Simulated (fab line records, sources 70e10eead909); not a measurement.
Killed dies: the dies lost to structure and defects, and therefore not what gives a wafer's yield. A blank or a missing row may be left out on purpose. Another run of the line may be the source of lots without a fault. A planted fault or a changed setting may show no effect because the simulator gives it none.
Problem report in the 8D (eight disciplines) form, filled by code :: flow nand_harc :: the parts of the form that need people (team, actions taken, sign-off) are left out

== 1. THE ISSUE ==
Wafers with no fault read 3.4 with a standard deviation of 2.2, whereas killed_at_periphery at NHARC_END_SORT_01 reads a mean of 63.0 on 1 wafer of 1 lot. Measured from the usual mean, that is +27 standard deviations.
Earliest sighting: wafer L925.5 on prober-01 at day 23 06:31. The record holds 7 wafers of 3 lots with a number at this step. Rule for "out", or "out of limits": more than 4 standard deviations from the usual mean. The other wafers with a number count as sound.

== 2. WHAT IT IS; WHAT IT IS NOT ==
question: which readings at this step
is: killed_at_periphery, defect_limited_yield, killed_dies, sort_bin_2_pct, sort_bin_3_pct, sort_n_pass, sort_rim_yield_pct, sort_yield_pct
is not: killed_at_array, killed_at_other, killed_open, killed_short

question: which lots
is: L925
is not: L909, L924

question: which wafers of those lots
is: all that have a number
is not: -

question: read on which gauges
is: prober-01
is not: prober-02

question: when
is: from day 23 06:31
is not: up to then (5 sound wafers); but 1 sound wafer of L924 came after

== 3. SUSPECTS, AND WHAT RULES EACH OUT ==
Counting: a tool at a process step up to the reading stays a suspect if it ran every lot that is out and no sound lot after the first of them.
- the gauge at NHARC_END_SORT_01: kept. All the wafers that are out were read on prober-01, and no step on other tools shows them out.
- rie_diel-12 at NHARC_P_M0_DESCUM_14 (chemistry O2, time 3 s): kept. It ran the lot that is out, L925 (day 9 23:11), and no sound lot after that; its last sound lot up to then is L909 (day 5 18:28).
- pvd_sputter-01 at NHARC_P_M0_PRE_CLEAN_29 (time 30 s): kept. It ran the lot that is out, L925 (day 10 00:27), and no sound lot after that; its last sound lot up to then is L909 (day 5 19:31). With no start given for some of its lots, NHARC_P_M0_PRE_CLEAN_29 uses the hours and lot order of NHARC_P_M0_PVD_20.
- pvd_sputter-01 at NHARC_P_M0_PVD_20 (deposits TaN, target thk 5 nm, time 8.06 s): kept. It ran the lot that is out, L925 (day 10 00:27), and no sound lot after that; its last sound lot up to then is L924 (day 9 22:06).
- cmp-04 at NHARC_P_M0_CMP_23 (polishes, t overpolish 20 s, target thk 117.53 nm): kept. It ran the lot that is out, L925 (day 10 01:47), and no sound lot after that; its last sound lot up to then is L924 (day 9 23:06).
- rie_diel-02 at NHARC_P_M1_DESCUM_14 (chemistry O2, time 3 s): kept. It ran the lot that is out, L925 (day 10 03:38), and no sound lot after that.
- rie_diel-02 at NHARC_P_M1_ETCH_15 (etches the open film in C4F8/Ar, target depth 182.5 nm, time 91.2 s): kept. It ran the lot that is out, L925 (day 10 03:56), and no sound lot after that. With no start given for some of its lots, NHARC_P_M1_ETCH_15 uses the hours and lot order of NHARC_P_M1_CD_MEAS_16.
Left after counting: rie_diel-12 at NHARC_P_M0_DESCUM_14, pvd_sputter-01 at NHARC_P_M0_PRE_CLEAN_29, pvd_sputter-01 at NHARC_P_M0_PVD_20, cmp-04 at NHARC_P_M0_CMP_23, rie_diel-02 at NHARC_P_M1_DESCUM_14, rie_diel-02 at NHARC_P_M1_ETCH_15, prober-01 at NHARC_END_SORT_01.

== 4. THE CAUSE (what the simulator had put in) ==
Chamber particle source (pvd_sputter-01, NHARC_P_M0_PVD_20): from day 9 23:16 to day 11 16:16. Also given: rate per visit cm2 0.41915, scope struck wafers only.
After counting, 7 suspects remain, this tool included.

== 5. THE CHAIN OF EFFECTS, in route order ==
Rows list readings where the struck wafers' mean (over those with a number) sits beyond 3 standard deviations from the usual. Only readings for which the record gives a usual standard deviation are gone through. hours: the time from each lot's start at the first step in this table that gives one to its start at this step, as a median over the lots. sigmas: the change in usual standard deviations.
hours: 0
step: NHARC_END_SORT_01
reading: defect_limited_yield
usual: 95.4 %
on struck wafers: 86.3
change: -9.1
sigmas: -6.1

hours: 0
step: NHARC_END_SORT_01
reading: killed_at_periphery
usual: 3.4
on struck wafers: 63.0
change: +59.6
sigmas: +27

hours: 0
step: NHARC_END_SORT_01
reading: killed_dies
usual: 31
on struck wafers: 93
change: +62
sigmas: +6.2

hours: 0
step: NHARC_END_SORT_01
reading: sort_bin_2_pct
usual: 1.5 %
on struck wafers: 4.9
change: +3.4
sigmas: +5.3

hours: 0
step: NHARC_END_SORT_01
reading: sort_bin_3_pct
usual: 0.21 %
on struck wafers: 2.22
change: +2.01
sigmas: +10

hours: 0
step: NHARC_END_SORT_01
reading: sort_bin_4_pct
usual: 2.9 %
on struck wafers: 6.6
change: +3.7
sigmas: +3.8

hours: 0
step: NHARC_END_SORT_01
reading: sort_n_pass
usual: 646
on struck wafers: 584
change: -62
sigmas: -6.2

hours: 0
step: NHARC_END_SORT_01
reading: sort_rim_yield_pct
usual: 96.9 %
on struck wafers: 85.8
change: -11.1
sigmas: -5.6

hours: 0
step: NHARC_END_SORT_01
reading: sort_yield_pct
usual: 95.4 %
on struck wafers: 86.3
change: -9.1
sigmas: -6.1

== 6. HOW IT WOULD HAVE BEEN CAUGHT EARLIER ==
319 hours passed between the start of the fault at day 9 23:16 and the first reading out of limits at a measuring or inspecting step in this record, taken at day 23 06:31.
No tool reading at NHARC_P_M0_PVD_20 that has a usual standard deviation in the record was out on any struck wafer, so an alarm limit of 4 standard deviations on those readings would not have fired.
Lots out: 1; all had begun NHARC_P_M0_PVD_20 on pvd_sputter-01 by day 23 06:31. A hold on the tool at that time would have spared none of them.
